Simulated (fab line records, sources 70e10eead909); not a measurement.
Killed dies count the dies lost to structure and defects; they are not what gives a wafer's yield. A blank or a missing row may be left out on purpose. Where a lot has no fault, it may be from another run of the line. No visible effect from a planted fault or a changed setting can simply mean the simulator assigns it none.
Matching of chambers	flow nand_harc	NHARC_A_M1_CMP_23 on cmp-02: 4 sister chambers
The step polishes, t overpolish 20 s, target thk 154.34 nm. 4 wafers are shown with their chamber, then 8 later ones without.

## WAFERS, EACH WITH ITS CHAMBER
wafer	chamber	motor_current_A (A)
L086.3	2	13.1
L087.1	1	11.4
L087.2	0	10.3
L090.1	3	12.9

## WAFERS WITHOUT THEIR CHAMBER
wafer	motor_current_A (A)
L090.3	13.2
L090.5	11.8
L091.1	12.4
L091.5	11.1
L091.6	11.7
L092.1	10.7
L092.5	13.3
L092.6	13.0

## EACH ONE'S CHAMBER
wafer	from the rows above	in truth
L090.3	can't be placed: 2 or 3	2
L090.5	1	1
L091.1	can't be placed: 3 or 2 or 1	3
L091.5	can't be placed: 1 or 0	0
L091.6	1	1
L092.1	can't be placed: 0 or 1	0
L092.5	can't be placed: 2 or 3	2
L092.6	can't be placed: 2 or 3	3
Placed correctly: 2 of 8. These rows do not allow placing 6 (true chamber among the candidates in 6). 0 placed wrongly.
How it was worked out, from the rows above alone: a wafer's distance from a chamber is the root of the sum, over the readings, of the square of ((its reading less the chamber's mean) divided by the reading's scatter). If the next closest chamber is less than 2 further off than the closest, the wafer can't be placed; otherwise it belongs to the closest. The mean given for a chamber averages the wafers shown for that chamber. The scatter (one wafer shown for each chamber): square how far every hidden wafer sits from the nearest shown wafer, average those squares and take the square root.
